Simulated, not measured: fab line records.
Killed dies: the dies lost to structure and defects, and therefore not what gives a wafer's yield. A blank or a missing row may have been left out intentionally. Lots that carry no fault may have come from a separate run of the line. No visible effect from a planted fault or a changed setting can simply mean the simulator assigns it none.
Struck lot and sound lot, side by side	flow n5-finfet	15 out of 1938 route steps
Sound: wafers L978.1, L978.3, L978.5. Wafers L991.4, L991.5, L991.6 were the ones struck. At the end, the cause is stated.
Order at every step that has rows: each side's tool, ch and its chambers, its first start. Under that, the readings that differ: sound wafers	struck wafers	difference of the means	sigmas: that difference in standard deviations of wafers without a fault.
alike: readings whose means differ by less than 2 such deviations, and words and numbers that are the same on both sides. not compared: withheld readings, readings that some wafer has no value for, bounds like >300 that may hide the same value, and numbers for which the record gives no deviation and whose values overlap.
Wherever a step has rows on one side only, a row that says differs or no value, or a row with sigmas, the two part there. Numbers that don't overlap but have no deviation are shown without sigmas and don't part them. A reading that every wafer of one side lacks parts them only if that side has two wafers or more.

N5_BEOL_M7_TRENCH_ETCH_37: etches SiCOH lowk in C4F6/O2, target depth 93.478 nm, time 31.2 s.
  sound on rie-diel-02 ch 0,1,2; struck on rie-diel-02 ch 0,3
  alike: chamber-pressure-mTorr, drypump-motor-current-A, oes-product-au, rf-fwd-power-W, rf-vpp-V, showerhead-plenum-p-Torr, throttle-valve-pct
  not compared: rf-hours-counter-h
N5_BEOL_M7_ETCH_41: etches SiCN in CH3F/O2, target depth 31.9 nm, time 57.8 s.
  sound on rie-diel-02 ch 0,1,2; struck on rie-diel-02 ch 0,3
  alike: chamber-pressure-mTorr, drypump-motor-current-A, oes-product-au, rf-fwd-power-W, rf-vpp-V, showerhead-plenum-p-Torr, throttle-valve-pct
  not compared: rf-hours-counter-h
then, 1 step without rows for these wafers: N5_BEOL_M7_STRIP_80 (strips in N2/H2, time 10 s).
N5_BEOL_M7_OCD_MEAS_38:
  sound: ocd-02 at day 9 16:01; struck: ocd-02 at day 12 15:24
  alike: trench-depth-nm
then, 4 steps without rows for these wafers: N5_BEOL_M7_HM_STRIP_39 (strips TiN in peroxide tin strip, target depth 25 nm, time 158 s); N5_BEOL_M7_SRD_40 (time 30 s); N5_BEOL_M7_PRECLEAN_42 (cleans in residue remover, time 60 s); N5_BEOL_M7_SRD_43 (time 30 s).
N5_BEOL_M7_CD_MEAS_35 targets a cd of 40 nm.
  sound: cd-sem-01 at day 9 16:10; struck: cd-sem-03 at day 12 15:33
  alike: cd-nm
then, 1 step without rows for these wafers: N5_BEOL_M7_CURE_75 (cures SiCOH lowk, time 120 s).
N5_BEOL_M7_DEGAS_44: time 60 s.
  sound: pvd-sputter-03 at day 9 17:08; struck: pvd-sputter-03 at day 12 16:12
  alike: heater-power-w
N5_BEOL_M7_PRE_CLEAN_45: time 30 s.
  sound: pvd-sputter-03 at day 9 17:10; struck: pvd-sputter-03 at day 12 16:14
  alike: heater-power-w
N5_BEOL_M7_ALD_77: deposits TaN, target thk 2 nm, pulse time 2 s, purge time 3 s.
  sound on ald-metal-01 ch 2,3, day 9 17:14; struck on ald-metal-04 ch 0,1,2, day 12 16:18
reading	sound	struck	difference	sigmas
ald-cycles	40 40 40	42 42 42	+2	
  alike: heater-power-w, precursor-vessel-carrier-sccm
N5_BEOL_M7_SURFACE_TREAT_79:
  sound: pvd-sputter-02 at day 9 17:31; struck: pvd-sputter-03 at day 12 16:37
  not compared: pressure-mtorr, throttle-valve-pct
-- a jump in the record: the struck wafers' starts before and after are 3 days apart (it breaks off in module BEOL_M7 and resumes in module PASSIVATION, where the first step shown is number 1936 of the route) --
N5_PASSIVATION_PROBE_49:
  sound: prober-02 at day 13 03:05; struck: prober-01 at day 15 13:17
  alike: defect-limited-yield, killed_at_M0_to_M3, killed_at_M4_up, killed-at-contacts, killed-at-front-end, killed-at-other, killed-dies, killed-open, killed-short, sort_bin_5_function, sort_bin_6_memory, sort-n-pass, sort-yield-pct

WHERE THEY PART
Nowhere in this record.

WHY: what the simulator had put in
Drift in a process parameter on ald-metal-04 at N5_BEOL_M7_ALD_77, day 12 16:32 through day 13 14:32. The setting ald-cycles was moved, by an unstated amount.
